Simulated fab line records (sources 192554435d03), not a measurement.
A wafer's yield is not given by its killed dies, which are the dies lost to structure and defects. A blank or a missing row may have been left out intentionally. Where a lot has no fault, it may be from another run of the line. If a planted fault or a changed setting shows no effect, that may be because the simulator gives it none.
fab line records	flow n5_finfet
record: lots: 9	wafers: 26	last_day: 17
route steps=1938 shown SD_EPI_N@277 SD_EPI_P@304 BEOL_M4@1111 PASSIVATION@1936
lots that met no fault: from a run of the same line without faults
start_h: hours from the record's opening day to when the first of the lot's shown wafers began	wait_h: how many hours have passed since the lot's step before this one	" unchanged from the row above	L1.1+2: a row that stands for several wafers	- no value present, or no start provided	* or withheld: withheld	< > ~ a bound
route shown NAME@n: a module of which the file shows steps, and the number in the route of the first	usual: mean/standard deviation of fault-free wafers	same: alike in all rows	chamber/n: place in a boat	sites: readings site by site	_std_site: how widely they spread, as a standard deviation	_edge_site: outer sites' mean less inner sites'	radius_mm: for every site, how far away it sits from the centre of the wafer	mask NAME#n: copy n	behind: the most recent tool/chamber to have shaped the wafer	hold: why the lot went on hold/how many hours it stayed there/how the hold came to an end	device: names the non-switching transistor (n, p or np)	end of line: tests run on the same wafers once the route is complete	a step given without rows: its recipe and nothing more	killed: dies that structure and defects cost at the first sort, which is not the same as the wafer's yield	map: a wafer's dies, x killed, . not, _ none there
set.NAME: the setting that was run; set.NAME@STEP: the one run at that earlier step	model.NAME: the simulator's own value behind a step, which no gauge read
one table for each step of the route and one row for each wafer, over a sample of lots
services: the hour from which a tool's chamber was out of use, counted from the record's first day as start_h (under 0 if before that day), plus the number of hours and why
== steps ==
step: N5_SD_EPI_N_ETCHBACK_44
recipe: chemistry: CH3F/O2	mode: anisotropic_etchback	target: SiNx	target_depth_a: 145	stop_on: SiO2	over_etch_frac: 0.3	ion_energy_ev: 120	pressure_mtorr: 30	source_w: 395	bias_w: 73	Ar_flow_sccm: 150	CH3F_flow_sccm: 30	O2_flow_sccm: 20
usual: drypump_motor_current_A: 5.7/0.4	oes_product_au: 0.65/0.062	rf_vpp_V: 298/4	showerhead_plenum_p_Torr: 1.99/0.075	throttle_valve_pct: 16.45/0.25
same: over_etch_frac: 0.3
lot.wafer	tool	chamber	start_h	wait_h	drypump_motor_current_A	oes_product_au	rf_hours_counter_h	rf_vpp_V	showerhead_plenum_p_Torr	throttle_valve_pct
L923.1	rie_diel-03	1	56.95	0.0	5.7	0.62	205	297	2.08	16.72
L923.2	"	2	"	"	5.7	0.60	227	296	1.90	16.80
L923.6	"	0	"	"	5.3	0.65	-	298	1.93	16.35
L924.4	rie_diel-01	1	61.90	0.0	5.3	0.63	179	296	1.91	16.79
L924.5	"	3	"	"	5.5	0.64	-	298	1.99	16.29
L924.6	"	2	"	"	5.8	0.64	-	291	2.00	16.42
L927.2	rie_diel-03	0	80.97	0.0	5.3	0.64	148	301	1.93	16.38
L927.3	"	3	"	"	6.6	0.76	38	304	2.12	16.11
L927.4	"	2	"	"	5.7	0.60	235	295	1.90	16.80
L928.2	rie_diel-03	0	84.80	0.0	5.4	0.64	150	300	1.93	16.37
L928.3	"	2	"	"	5.7	0.60	237	297	1.90	16.81
L929.1	rie_diel-03	2	90.80	0.0	5.7	0.60	239	298	1.90	16.81
L929.4	"	1	"	"	5.7	0.61	217	296	2.08	16.73
L929.5	"	3	"	"	6.6	0.76	-	304	2.12	16.11
L940.1	rie_diel-03	0	157.58	0.0	5.3	0.63	173	300	1.92	16.41
L940.4	"	2	"	"	5.7	0.82	5	301	2.14	16.33
L940.6	"	0	"	"	5.3	0.62	-	298	1.92	16.42
L941.1	rie_diel-06	1	165.65	0.0	5.5	0.81	5	292	1.95	15.80
L941.2	"	0	"	"	6.5	0.66	125	303	1.93	16.34
L941.4	"	2	"	"	5.4	0.59	250	302	2.04	16.46
L942.1	rie_diel-01	3	171.77	0.0	5.4	0.61	193	298	1.98	16.36
L942.5	"	3	"	"	5.5	0.62	-	299	1.98	16.35
L942.6	"	0	"	"	5.5	0.63	-	300	2.08	16.36
L943.3	rie_diel-06	0	174.92	0.0	6.5	0.66	129	304	1.93	16.35
L943.5	"	0	"	"	6.5	0.66	-	305	1.93	16.36
L943.6	"	3	"	"	5.5	0.77	-	296	1.97	16.46
step: N5_SD_EPI_P_OVL_MEAS_10
recipe: points_per_wafer: 44
usual: SD_P_BLK_OVL: 0.4/0.72
lot.wafer	tool	chamber	start_h	wait_h	SD_P_BLK_OVL[nm]
L923.1	overlay-01	0	60.91	0.0	0.2
L923.2	"	0	"	"	0.6
L923.6	"	0	"	"	0.5
L924.4	overlay-02	0	66.25	0.0	1.2
L924.5	"	0	"	"	-0.4
L924.6	"	0	"	"	-0.3
L927.2	overlay-02	0	85.31	0.0	1.5
L927.3	"	0	"	"	0.4
L927.4	"	0	"	"	1.0
L928.2	overlay-02	0	89.78	0.0	0.6
L928.3	"	0	"	"	1.1
L929.1	overlay-02	0	96.90	0.0	-0.2
L929.4	"	0	"	"	-0.1
L929.5	"	0	"	"	0.3
L940.1	overlay-01	0	161.63	0.0	1.6
L940.4	"	0	"	"	2.1
L940.6	"	0	"	"	2.0
L941.1	overlay-02	0	169.79	0.0	0.4
L941.2	"	0	"	"	0.8
L941.4	"	0	"	"	0.3
L942.1	overlay-01	0	175.73	0.0	0.0
L942.5	"	0	"	"	0.6
L942.6	"	0	"	"	-0.1
L943.3	overlay-02	0	179.22	0.0	-1.2
L943.5	"	0	"	"	-1.3
L943.6	"	0	"	"	-0.5
step: N5_SD_EPI_P_ETCH_36
recipe: chemistry: CF4	target: SiARC	target_depth_a: 455	mask_material: CAR-ArF-block	time_s: 75.8	ion_energy_ev: 80	pressure_mtorr: 40	source_w: 545	bias_w: 36	Ar_flow_sccm: 100	cf4_flow_sccm: 100	ends: cleared
usual: drypump_motor_current_A: 5.7/0.49	etch_rf_on_time_s: 76.2/1.9	oes_product_au: 0.68/0.078	rf_vpp_V: 183.9/1.3	showerhead_plenum_p_Torr: 2.13/0.093	throttle_valve_pct: 15.68/0.16
lot.wafer	tool	chamber	start_h	wait_h	drypump_motor_current_A	etch_rf_on_time_s	oes_product_au	rf_hours_counter_h	rf_vpp_V	showerhead_plenum_p_Torr	throttle_valve_pct
L923.1	rie_diel-05	1	61.00	0.0	6.3	80.3	0.60	164	183.6	2.13	15.79
L923.2	"	0	"	"	5.4	77.1	0.61	193	182.4	2.04	15.70
L923.6	"	1	"	"	6.3	81.3	0.59	-	183.6	2.13	15.79
L924.4	rie_diel-04	3	66.34	0.0	6.2	75.9	0.70	85	183.3	2.08	15.70
L924.5	"	2	"	"	6.1	74.5	0.81	-	186.1	2.29	15.75
L924.6	"	3	"	"	6.2	75.1	0.71	-	183.4	2.08	15.75
L927.2	rie_diel-05	2	85.40	0.0	5.5	47.9	0.95	60	184.2	2.09	15.61
L927.3	"	3	"	"	5.9	74.8	0.78	17	187.0	2.27	15.35
L927.4	"	1	"	"	6.3	79.1	0.59	169	183.5	2.13	15.79
L928.2	rie_diel-05	1	89.87	0.0	6.3	51.8	0.78	170	184.0	2.13	15.81
L928.3	"	3	"	"	5.9	75.5	0.77	19	184.6	2.27	15.33
L929.1	rie_diel-05	3	97.02	0.0	5.9	48.0	1.02	20	184.2	2.27	15.35
L929.4	"	0	"	"	5.4	74.6	0.61	201	183.1	2.03	15.72
L929.5	"	1	"	"	6.3	80.0	0.61	-	182.8	2.13	15.81
L940.1	rie_diel-05	2	161.86	0.0	5.5	76.4	0.69	84	182.8	2.08	15.65
L940.4	"	3	"	"	5.9	74.6	0.75	39	186.5	2.27	15.40
L940.6	"	2	"	"	5.5	75.7	0.69	-	182.9	2.08	15.65
L941.1	rie_diel-04	3	170.75	0.0	6.2	75.3	0.68	116	183.6	2.07	15.80
L941.2	"	0	"	"	4.8	74.2	0.83	1	186.3	2.27	15.35
L941.4	"	2	"	"	6.1	74.5	0.75	35	185.8	2.28	15.83
L942.1	rie_diel-05	3	175.83	0.0	5.9	76.0	0.73	43	186.9	2.26	15.41
L942.5	"	0	"	"	5.4	75.8	0.60	-	182.7	2.03	15.76
L942.6	"	3	"	"	5.9	75.6	0.73	-	186.1	2.26	15.40
L943.3	rie_diel-05	2	179.50	0.0	5.5	75.6	0.69	89	183.6	2.08	15.67
L943.5	"	0	"	"	5.3	76.0	0.59	-	184.1	2.03	15.76
L943.6	"	3	"	"	5.9	75.7	0.74	-	185.7	2.26	15.40
step: N5_SD_EPI_P_ETCH_47
recipe: chemistry: CH3F/O2	target: SiOCN	target_depth_a: 250	mask_material: SOC	ion_energy_ev: 60	bias_w: 29	pressure_mtorr: 30	source_w: 410	Ar_flow_sccm: 150	CH3F_flow_sccm: 30	O2_flow_sccm: 20
usual: drypump_motor_current_A: 5.7/0.49	oes_product_au: 0.80/0.09	rf_vpp_V: 127.9/2.1	showerhead_plenum_p_Torr: 1.99/0.088	throttle_valve_pct: 16.41/0.17
lot.wafer	tool	chamber	start_h	wait_h	drypump_motor_current_A	oes_product_au	rf_hours_counter_h	rf_vpp_V	showerhead_plenum_p_Torr	throttle_valve_pct
L923.1	rie_diel-05	1	61.48	0.1	6.3	0.72	164	128.0	1.99	16.53
L923.2	"	0	"	"	5.4	0.71	193	130.7	1.89	16.35
L923.6	"	1	"	"	6.3	0.71	-	127.1	1.99	16.52
L924.4	rie_diel-04	3	66.82	0.1	6.2	0.82	85	125.7	1.95	16.55
L924.5	"	2	"	"	6.2	0.97	-	131.6	2.13	16.42
L924.6	"	3	"	"	6.2	0.83	-	126.7	1.95	16.54
L927.2	rie_diel-05	2	85.88	0.1	5.5	0.85	61	125.7	1.95	16.29
L927.3	"	3	"	"	5.9	0.91	17	128.7	2.13	16.06
L927.4	"	1	"	"	6.3	0.71	169	128.4	1.99	16.52
L928.2	rie_diel-05	1	90.35	0.1	6.3	0.71	171	126.5	1.99	16.51
L928.3	"	3	"	"	5.9	0.92	19	128.0	2.13	16.08
L929.1	rie_diel-05	3	97.50	0.1	5.9	0.91	20	128.3	2.13	16.06
L929.4	"	0	"	"	5.4	0.71	201	130.4	1.89	16.36
L929.5	"	1	"	"	6.3	0.70	-	127.7	1.99	16.52
L940.1	rie_diel-05	2	162.35	0.1	5.5	0.80	84	125.4	1.94	16.36
L940.4	"	3	"	"	5.9	0.88	39	127.0	2.12	16.10
L940.6	"	2	"	"	5.5	0.82	-	126.1	1.94	16.37
L941.1	rie_diel-04	3	171.23	0.1	6.2	0.79	117	126.6	1.94	16.60
L941.2	"	0	"	"	4.8	0.96	1	128.0	2.13	16.11
L941.4	"	2	"	"	6.1	0.87	35	129.8	2.12	16.48
L942.1	rie_diel-05	3	176.31	0.1	5.9	0.87	43	128.9	2.12	16.12
L942.5	"	0	"	"	5.4	0.70	-	131.0	1.88	16.40
L942.6	"	3	"	"	5.9	0.87	-	127.7	2.12	16.11
L943.3	rie_diel-05	2	179.98	0.1	5.5	0.81	89	126.8	1.94	16.39
L943.5	"	0	"	"	5.4	0.70	-	130.6	1.88	16.41
L943.6	"	3	"	"	5.9	0.87	-	125.7	2.12	16.12
step: N5_BEOL_M4_RC_MEAS_101
usual: DIBL_N: 36.4/1.6	DIBL_P: 36.2/1.8	IOFF_N: 0.159/0.029	IOFF_P: 0.21/0.034	ION_N: 670/12	ION_P: 459/8.2	SS_N: 71.5/0.59	SS_P: 73.2/0.54	VT_N: 250/3.3	VT_P: -250/3.7
lot.wafer	tool	chamber	start_h	wait_h	DIBL_N[mV/V]	DIBL_P[mV/V]	IOFF_N[nA/um]	IOFF_P[nA/um]	ION_N[uA/um]	ION_P[uA/um]	SS_N[mV/dec]	SS_P[mV/dec]	VT_N[mV]	VT_P[mV]
L923.1	prober-02	0	185.72	0.0	34.2	33.1	0.127	0.17	658	450	71.2	73.0	253	-252
L923.2	"	0	"	"	34.8	34.2	0.133	0.19	660	454	70.8	73.5	252	-252
L923.6	"	0	"	"	36.8	35.6	0.163	0.21	668	462	72.0	72.5	252	-250
L924.4	prober-02	0	204.10	0.5	34.8	33.3	0.133	0.20	674	465	70.2	73.3	252	-249
L924.5	"	0	"	"	37.0	35.7	0.170	0.24	685	464	71.5	72.6	248	-247
L924.6	"	0	"	"	36.3	34.5	0.144	0.22	658	459	71.6	73.3	252	-247
L928.2	prober-01	0	216.72	0.2	35.7	36.0	0.152	0.24	668	469	71.6	73.0	248	-247
L928.3	"	0	"	"	35.8	36.2	0.162	0.22	677	465	72.7	73.8	246	-247
L927.2	prober-02	0	217.85	0.2	33.8	34.1	0.128	0.17	663	456	71.1	72.2	251	-250
L927.3	"	0	"	"	38.0	39.1	0.205	0.24	686	462	72.1	73.4	247	-246
L927.4	"	0	"	"	36.7	37.2	0.165	0.19	679	464	71.7	73.5	248	-254
L929.1	prober-01	0	243.95	0.0	35.2	33.9	0.121	0.16	656	441	71.2	73.0	254	-259
L929.4	"	0	"	"	35.8	34.4	0.130	0.16	657	441	71.6	72.5	257	-258
L929.5	"	0	"	"	37.1	36.6	0.148	0.19	664	452	71.6	73.4	252	-256
L940.1	prober-01	0	290.31	0.0	38.3	39.3	0.193	0.27	676	464	72.3	73.4	247	-246
L940.4	"	0	"	"	35.2	37.0	0.148	0.23	677	467	70.9	73.4	249	-246
L940.6	"	0	"	"	37.8	40.3	0.189	0.29	679	473	72.2	74.0	245	-243
L941.1	prober-02	0	293.77	0.0	39.8	38.1	0.211	0.25	673	456	72.7	74.5	243	-251
L941.2	"	0	"	"	34.7	34.4	0.128	0.20	667	459	70.1	72.9	251	-249
L941.4	"	0	"	"	37.9	36.6	0.181	0.24	677	458	72.7	73.4	246	-248
L942.1	prober-02	0	304.09	0.0	39.1	37.3	0.199	0.22	683	460	71.9	73.5	247	-250
L942.5	"	0	"	"	38.5	36.3	0.188	0.21	695	470	71.4	73.1	245	-250
L942.6	"	0	"	"	39.0	38.0	0.196	0.25	679	462	71.4	73.4	245	-246
L943.3	prober-02	0	311.25	0.3	35.5	34.9	0.113	0.14	649	443	71.2	72.3	257	-262
L943.5	"	0	"	"	38.6	39.7	0.190	0.20	673	453	72.2	73.7	250	-253
L943.6	"	0	"	"	36.9	37.1	0.152	0.16	675	455	71.9	72.9	251	-258
step: N5_PASSIVATION_PROBE_49
usual: defect_limited_yield: 91.1/1.5	killed_at_M0_to_M3: 33/9.9	killed_at_M4_up: 14/5.2	killed_at_contacts: 12/6.7	killed_at_front_end: 43/13	killed_at_other: 3.4/2.7	killed_dies: 105/17	killed_open: 69/13	killed_short: 33/7.5	sort_bin_5_function: 5.2/0.91	sort_bin_6_memory: 3.3/0.71	sort_n_pass: 1075/17	sort_yield_pct: 91.1/1.5
same: gross_dies: 1180	killed_at_back_side: 0	sort_bin_4_leakage[%]: 0	sort_bin_8_speed[%]: 0
lot.wafer	tool	chamber	start_h	wait_h	defect_limited_yield[%]	killed_at_M0_to_M3	killed_at_M4_up	killed_at_contacts	killed_at_front_end	killed_at_other	killed_dies	killed_open	killed_short	sort_bin_5_function[%]	sort_bin_6_memory[%]	sort_n_pass	sort_yield_pct[%]
L929.1	prober-01	-	342.58	0.0	89.2	53	19	14	39	2	127	80	44	5.8	4.6	1053	89.2
L929.4	prober-01	-	342.73	0.2	92.3	34	12	12	33	0	91	67	24	4.9	2.6	1089	92.3
L929.5	prober-01	-	342.78	0.2	91.1	33	18	5	48	1	105	64	32	4.7	3.1	1075	91.1
killed by level:class
L929.1 BEOL_M1:geometric_particle:open=12 MOL_CONTACT_COAG:geometric_particle:open=12 BEOL_M0_SAQP:geometric_particle:short=12 BEOL_M2:geometric_particle:open=11 FIN_SAQP:geometric_particle:short=8 FIN_SAQP:geometric_particle:open=7 BEOL_M3:geometric_particle:open=7 STI_FIN_REVEAL:geometric_particle:open=6
L929.4 BEOL_M3:geometric_particle:open=17 MOL_CONTACT_COAG:geometric_particle:open=11 FIN_SAQP:geometric_particle:open=7 STI_FIN_REVEAL:geometric_particle:open=6 BEOL_M0_SAQP:geometric_particle:short=5 ILD0:geometric_particle:open=4 GATE_CUT:geometric_particle:open=4 BEOL_M2:geometric_particle:open=4
L929.5 HKMG_FIN:area_etch=9 STI_FIN_REVEAL:geometric_particle:open=8 FIN_SAQP:geometric_particle:open=7 BEOL_M0_SAQP:geometric_particle:short=6 DUMMY_GATE:geometric_particle:open=5 BEOL_M4:geometric_particle:short=5 BEOL_M0_SAQP:geometric_particle:open=5 BEOL_M1:geometric_particle:open=5
== services ==
tool	chamber	start_h	hours	kind
rie_diel-03	3	33.53	33.0	repair
rie_diel-04	2	42.21	-	clean
rie_diel-04	2	42.21	-	consumable_replace:focus_ring
rie_diel-04	2	42.21	-	consumable_replace:showerhead
rie_diel-04	2	42.21	14.1	scheduled_down
rie_diel-04	2	42.21	14.1	vent_cycle
rie_diel-05	0	44.41	2.8	repair
rie_diel-05	1	45.34	8.6	repair
rie_diel-04	1	80.68	3.3	repair
rie_diel-01	1	95.89	7.1	repair
rie_diel-06	3	104.22	-	clean
rie_diel-06	-	127.09	0.4	repair
rie_diel-03	2	127.13	-	clean
rie_diel-03	2	127.13	-	consumable_replace:focus_ring
rie_diel-03	2	127.13	-	consumable_replace:showerhead
rie_diel-03	2	127.13	11.0	scheduled_down
rie_diel-03	2	127.13	11.0	vent_cycle
rie_diel-04	3	138.80	6.5	repair
rie_diel-04	0	145.27	-	clean
rie_diel-04	0	145.27	-	consumable_replace:focus_ring
rie_diel-04	0	145.27	-	consumable_replace:showerhead
rie_diel-04	0	145.27	22.0	scheduled_down
rie_diel-04	0	145.27	22.0	vent_cycle
rie_diel-03	2	177.94	5.5	repair
== key ==
first_sign: step: N5_SD_EPI_P_ETCH_36	reading: etch_rf_on_time_s	direction: down	sigmas: 14	usual: *	struck: *
effect: step: N5_SD_EPI_P_ETCH_36	reading: oes_product_au	direction: up	sigmas: 3	usual: 0.68	struck: 0.91
met_at N5_SD_EPI_P_ETCH_36
struck_lots L927,L928,L929
struck_wafers L927.2,L928.2,L929.1
not_acting_at N5_SD_EPI_N_ETCHBACK_44,N5_SD_EPI_P_OVL_MEAS_10,N5_SD_EPI_P_ETCH_47
onset_between 61.00 85.40
fault: kind: process_parameter_drift	tool: rie_diel-05	chamber: -	onset_h: 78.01	steps: N5_SD_EPI_P_ETCH_36	channel: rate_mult	offset: 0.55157	shape: step	end_h: 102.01	scope: struck_wafers_only
